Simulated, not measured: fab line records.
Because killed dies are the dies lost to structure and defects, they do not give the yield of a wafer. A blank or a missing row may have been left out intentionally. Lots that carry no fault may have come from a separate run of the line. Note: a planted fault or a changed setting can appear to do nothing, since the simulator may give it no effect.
Split-lot experiment | flow n5_finfet | 21 wafers read across 7 lots, on a route 1938 steps long

ABOUT THE SPLIT
At N5_BEOL_M13_ETCH_68 (etches SOC in N2/H2, time 355 s), the setting time_s was moved away from the recipe's 355 s on 7 of the 21 wafers read, by -19.4% to +17.5%. This setting was run at the recipe's value on the other wafers.

Reading taken at the split's own step.

THE READING
SiARC_of_BEOL_M13_COAT_66.thk_nm (the simulator's own value, which no gauge read), in nm, at N5_BEOL_M13_ETCH_68 (etches SOC in N2/H2, time 355 s). No usual value for it is given in the file. The 14 wafers here that ran the recipe average 77.5 nm, standard deviation 0.6 nm.

wafer  | tool, chamber at the split | time_s as run, s | against the recipe | SiARC_of_BEOL_M13_COAT_66.thk_nm, nm | against lot-mates on the recipe
L075.1 | rie_diel-05, 0             | 314.4            | -11.4%             | 80.6                                 | +3.2
L075.2 | rie_diel-05, 2             | 355              | recipe             | 77.2                                 | -
L075.4 | rie_diel-05, 3             | 355              | recipe             | 77.6                                 | -
L084.4 | rie_diel-05, 0             | 355              | recipe             | 78                                   | -
L084.5 | rie_diel-05, 1             | 355              | recipe             | 78.4                                 | -
L084.6 | rie_diel-05, 2             | 417.3            | +17.5%             | 71.8                                 | -6.4
L085.1 | rie_diel-05, 0             | 378.4            | +6.6%              | 74.6                                 | -2.4
L085.3 | rie_diel-05, 2             | 355              | recipe             | 76.8                                 | -
L085.4 | rie_diel-05, 3             | 355              | recipe             | 77.2                                 | -
L090.1 | rie_diel-02, 3             | 355              | recipe             | 77.6                                 | -
L090.2 | rie_diel-02, 2             | 355              | recipe             | 76.6                                 | -
L090.3 | rie_diel-02, 1             | 355              | recipe             | 77                                   | -
L091.1 | rie_diel-02, 3             | 286              | -19.4%             | 84.8                                 | +6.6
L091.2 | rie_diel-02, 1             | 355              | recipe             | 78.2                                 | -
L091.6 | rie_diel-02, 0             | 286              | -19.4%             | 84.4                                 | +6.2
L089.1 | rie_diel-02, 3             | 355              | recipe             | 78                                   | -
L089.4 | rie_diel-02, 2             | 355              | recipe             | 77                                   | -
L089.5 | rie_diel-02, 3             | 355              | recipe             | 78.2                                 | -
L097.2 | rie_diel-02, 0             | 377.7            | +6.4%              | 75.2                                 | -1.4
L097.3 | rie_diel-02, 2             | 355              | recipe             | 76.6                                 | -
L097.4 | rie_diel-02, 1             | 377.7            | +6.4%              | 74                                   | -2.6

THE FIT
A straight line over all 21 wafers: SiARC_of_BEOL_M13_COAT_66.thk_nm changes by -0.356 nm for each +1% of time_s; r = -0.98; the points scatter about the line by 0.65 nm.
The same after taking each lot's own level away (the mean of its wafers on the recipe; 21 wafers): -0.333 nm for each +1%; r = -0.99; scatter 0.4 nm.
According to that fit, moving time_s by its largest amount changes the reading by 6.5 nm.
From 76.60 to 78.20 nm: that is the span of the lots' own levels, equal to 2.7 times the standard deviation above.
The two slopes agree, so the slope changes little with the lot-to-lot level.
Check: for one of the wafers moved furthest among these (-19.4%), held out of the fit, the line's prediction against its lot-mates is +6.34 nm. It came out at +6.6 nm against them.

OTHER SPLITS ON THESE WAFERS
Other splits were also applied to these wafers ahead of the reading. Each is held against what the fit with the lots' levels taken away leaves over:
other split on the same wafers | wafers away from the commonest value | r with SiARC_of_BEOL_M13_COAT_66.thk_nm (lot level and that fit taken away)
N5_BEOL_M12_EXPOSE_07 dose_mj  | 4                                    | -0.14

THE FILE'S OWN FIT
SiARC_of_BEOL_M13_COAT_66.thk_nm changes by -0.335 nm for each +1% of time_s, r = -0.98.
